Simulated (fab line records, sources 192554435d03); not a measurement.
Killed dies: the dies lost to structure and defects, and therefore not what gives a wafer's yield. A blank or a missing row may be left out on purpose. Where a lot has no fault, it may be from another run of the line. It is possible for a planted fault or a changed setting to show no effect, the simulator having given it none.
Chamber matching	flow n5-finfet	N5_HKMG_FIN_ETCH_31 on rie-diel-02: 4 sister chambers
The step etches SiARC in CF4, target depth 45.5 nm, time 75.8 s. 4 wafers are shown with their chamber, then 11 later ones without.

== WAFERS PAIRED WITH THEIR CHAMBERS ==
wafer	chamber	drypump-motor-current-A (A)
L081.3	0	5.2
L087.1	2	5.7
L093.4	3	5.9
L092.1	1	6.1

== WAFERS WHOSE CHAMBER IS MISSING ==
wafer	drypump-motor-current-A (A)
L092.2	5.9
L092.5	6.2
L094.3	6.1
L094.4	5.2
L094.5	5.2
L096.1	5.9
L096.2	5.2
L096.3	5.7
L096.4	6.2
L096.5	6.2
L096.6	5.2

== WHICH CHAMBER EACH WENT THROUGH ==
wafer	from the rows above	in truth
L092.2	3	3
L092.5	1	1
L094.3	1	1
L094.4	0	0
L094.5	0	0
L096.1	3	3
L096.2	0	0
L096.3	2	2
L096.4	1	1
L096.5	1	1
L096.6	0	0
11 of 11 placed correctly. Number that these rows cannot place: 0. Number placed wrongly: 0.
How it was worked out, from the rows above alone: a wafer's distance from a chamber is the root of the sum, over the readings, of the square of ((its reading less the chamber's mean) divided by the reading's scatter). If the next closest chamber is less than 2 further off than the closest, the wafer can't be placed; otherwise it belongs to the closest. A chamber's mean is the mean of its shown wafers. The scatter (one wafer shown for each chamber): square how far every hidden wafer sits from the nearest shown wafer, average those squares and take the square root.
